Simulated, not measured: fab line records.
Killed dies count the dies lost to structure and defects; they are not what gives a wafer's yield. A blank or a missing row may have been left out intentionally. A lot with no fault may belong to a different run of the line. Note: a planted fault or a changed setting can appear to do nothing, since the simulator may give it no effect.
Lot-split experiment :: flow n5 finfet :: 21 wafers read across 7 lots, on a route 1938 steps long

== ABOUT THE SPLIT ==
At N5_BEOL_M2_COAT_67 (time 60 s, resist thk 60 nm), the setting spin rpm was moved away from the recipe's 1500 rpm on 7 of the 21 wafers read, by -10.3% to +9.7%. All remaining wafers had this setting at the recipe value.

== FROM THE SPLIT TO THE READING: what the file shows between them, 7 steps ==
- N5_BEOL_M2_COAT_68: time 60 s, resist thk 12 nm
- N5_BEOL_M2_COAT_76: time 60 s, resist thk 5 nm
- N5_BEOL_M2_ALD_98: deposits SiO2, target thk 2.5 nm, pulse time 1 s, co reactant pulse time 1 s
- N5_BEOL_M2_ETCHBACK_99: etches SiO2 in CHF3, target depth 5 nm, time 10.4 s
- N5_BEOL_M2_ETCH_70: etches SOC in N2/H2, target depth 80 nm, overetch 24 nm, time 130 s
- N5_BEOL_M2_STRIP_71: strips in N2/H2
- N5_BEOL_M2_STRIP_78: strips in N2/H2

== THE READING ==
SOC_of_BEOL_M2_COAT_67.thk nm (the simulator's own value, which no gauge read), in nm, at N5_BEOL_M2_VIA_ETCH_34 (etches the open film in C4F6/O2, target depth 69.4 nm, time 65.9 s). There is no usual value for it anywhere in the file. Across the 14 wafers here that went through the recipe, the average is 52.0 nm and the standard deviation 0.19 nm.

wafer: L075.3
tool, chamber at the split: litho track-01, 0
spin rpm as run, rpm: 1645
against the recipe: +9.7%
SOC_of_BEOL_M2_COAT_67.thk nm, nm: 49.2
against lot-mates on the recipe: -3.1

wafer: L075.4
tool, chamber at the split: litho track-01, 0
spin rpm as run, rpm: 1500
against the recipe: recipe
SOC_of_BEOL_M2_COAT_67.thk nm, nm: 52.4
against lot-mates on the recipe: -

wafer: L075.5
tool, chamber at the split: litho track-01, 0
spin rpm as run, rpm: 1500
against the recipe: recipe
SOC_of_BEOL_M2_COAT_67.thk nm, nm: 52.2
against lot-mates on the recipe: -

wafer: L078.1
tool, chamber at the split: litho track-04, 0
spin rpm as run, rpm: 1500
against the recipe: recipe
SOC_of_BEOL_M2_COAT_67.thk nm, nm: 52.2
against lot-mates on the recipe: -

wafer: L078.2
tool, chamber at the split: litho track-04, 0
spin rpm as run, rpm: 1500
against the recipe: recipe
SOC_of_BEOL_M2_COAT_67.thk nm, nm: 51.8
against lot-mates on the recipe: -

wafer: L078.6
tool, chamber at the split: litho track-04, 0
spin rpm as run, rpm: 1352
against the recipe: -9.9%
SOC_of_BEOL_M2_COAT_67.thk nm, nm: 55.4
against lot-mates on the recipe: +3.4

wafer: L079.4
tool, chamber at the split: litho track-04, 0
spin rpm as run, rpm: 1500
against the recipe: recipe
SOC_of_BEOL_M2_COAT_67.thk nm, nm: 52
against lot-mates on the recipe: -

wafer: L079.5
tool, chamber at the split: litho track-04, 0
spin rpm as run, rpm: 1500
against the recipe: recipe
SOC_of_BEOL_M2_COAT_67.thk nm, nm: 52
against lot-mates on the recipe: -

wafer: L079.6
tool, chamber at the split: litho track-04, 0
spin rpm as run, rpm: 1500
against the recipe: recipe
SOC_of_BEOL_M2_COAT_67.thk nm, nm: 52.2
against lot-mates on the recipe: -

wafer: L090.3
tool, chamber at the split: litho track-01, 0
spin rpm as run, rpm: 1500
against the recipe: recipe
SOC_of_BEOL_M2_COAT_67.thk nm, nm: 51.8
against lot-mates on the recipe: -

wafer: L090.5
tool, chamber at the split: litho track-01, 0
spin rpm as run, rpm: 1500
against the recipe: recipe
SOC_of_BEOL_M2_COAT_67.thk nm, nm: 51.8
against lot-mates on the recipe: -

wafer: L090.6
tool, chamber at the split: litho track-01, 0
spin rpm as run, rpm: 1558
against the recipe: +3.9%
SOC_of_BEOL_M2_COAT_67.thk nm, nm: 50.6
against lot-mates on the recipe: -1.2

wafer: L091.2
tool, chamber at the split: litho track-01, 0
spin rpm as run, rpm: 1616
against the recipe: +7.7%
SOC_of_BEOL_M2_COAT_67.thk nm, nm: 49.6
against lot-mates on the recipe: -2.4

wafer: L091.4
tool, chamber at the split: litho track-01, 0
spin rpm as run, rpm: 1616
against the recipe: +7.7%
SOC_of_BEOL_M2_COAT_67.thk nm, nm: 49.8
against lot-mates on the recipe: -2.2

wafer: L091.6
tool, chamber at the split: litho track-01, 0
spin rpm as run, rpm: 1500
against the recipe: recipe
SOC_of_BEOL_M2_COAT_67.thk nm, nm: 52
against lot-mates on the recipe: -

wafer: L092.1
tool, chamber at the split: litho track-05, 0
spin rpm as run, rpm: 1593
against the recipe: +6.2%
SOC_of_BEOL_M2_COAT_67.thk nm, nm: 50.2
against lot-mates on the recipe: -1.7

wafer: L092.3
tool, chamber at the split: litho track-05, 0
spin rpm as run, rpm: 1500
against the recipe: recipe
SOC_of_BEOL_M2_COAT_67.thk nm, nm: 52
against lot-mates on the recipe: -

wafer: L092.5
tool, chamber at the split: litho track-05, 0
spin rpm as run, rpm: 1500
against the recipe: recipe
SOC_of_BEOL_M2_COAT_67.thk nm, nm: 51.8
against lot-mates on the recipe: -

wafer: L094.2
tool, chamber at the split: litho track-05, 0
spin rpm as run, rpm: 1500
against the recipe: recipe
SOC_of_BEOL_M2_COAT_67.thk nm, nm: 51.8
against lot-mates on the recipe: -

wafer: L094.5
tool, chamber at the split: litho track-05, 0
spin rpm as run, rpm: 1500
against the recipe: recipe
SOC_of_BEOL_M2_COAT_67.thk nm, nm: 51.8
against lot-mates on the recipe: -

wafer: L094.3
tool, chamber at the split: litho track-05, 0
spin rpm as run, rpm: 1345
against the recipe: -10.3%
SOC_of_BEOL_M2_COAT_67.thk nm, nm: 55.2
against lot-mates on the recipe: +3.4

FIT RESULTS
A straight line over all 21 wafers: SOC_of_BEOL_M2_COAT_67.thk nm changes by -0.311 nm for each +1% of spin rpm; r = -0.99; the points scatter about the line by 0.2 nm.
The same after taking each lot's own level away (the mean of its wafers on the recipe; 21 wafers): -0.319 nm for each +1%; r = -1.00; scatter 0.13 nm.
According to that fit, moving spin rpm by its largest amount changes the reading by 3.3 nm.
The span of the lots' own levels, 51.80 to 52.30 nm, comes to 2.6 times the standard deviation stated above.
So the lot-to-lot level changes the slope little: the two slopes agree.
Check: +3.32 nm against its lot-mates is what the line predicts for one of the wafers moved furthest among these (-10.3%) when that wafer is left out of the fit. Against them it came out at +3.4 nm.

== FURTHER SPLITS ON THESE WAFERS ==
Before the reading, these wafers also passed through other splits. Each is held against what the fit with the lots' levels taken away leaves over:
other split on the same wafers: N5_BEOL_M0_CUTY_ETCH_63 source w
wafers away from the commonest value: 8
r with SOC_of_BEOL_M2_COAT_67.thk nm (lot level and that fit taken away): -0.32

other split on the same wafers: N5_BEOL_M1_ILD_DEP_00 time s
wafers away from the commonest value: 7
r with SOC_of_BEOL_M2_COAT_67.thk nm (lot level and that fit taken away): -0.23

other split on the same wafers: N5_BEOL_M1_COAT_05 spin rpm
wafers away from the commonest value: 4
r with SOC_of_BEOL_M2_COAT_67.thk nm (lot level and that fit taken away): -0.07

other split on the same wafers: N5_BEOL_M2_DESCUM_16 time s
wafers away from the commonest value: 8
r with SOC_of_BEOL_M2_COAT_67.thk nm (lot level and that fit taken away): +0.02

== THE WHOLE CHAIN: every reading that the file lists as answering this split, in the file's order ==
step: N5_BEOL_M2_COAT_67
what it does: time 60 s, resist thk 60 nm
reading: SOC_of_BEOL_M2_COAT_67.thk nm (the simulator's own value, which no gauge read)
change (the file's fit): -0.31 nm for each +1% of the setting
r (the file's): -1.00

step: N5_BEOL_M2_ETCH_70
what it does: etches SOC in N2/H2, target depth 80 nm, overetch 24 nm, time 130 s
reading: etch.depth nm (the simulator's own value, which no gauge read)
change (the file's fit): -0.307 nm for each +1% of the setting
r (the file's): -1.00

step: N5_BEOL_M2_VIA_ETCH_34
what it does: etches the open film in C4F6/O2, target depth 69.4 nm, time 65.9 s
reading: SOC_of_BEOL_M2_COAT_67.thk nm (the simulator's own value, which no gauge read)
change (the file's fit): -0.32 nm for each +1% of the setting
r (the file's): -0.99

== THE FILE'S OWN FIT ==
SOC_of_BEOL_M2_COAT_67.thk nm changes by -0.32 nm for each +1% of spin rpm, r = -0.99.
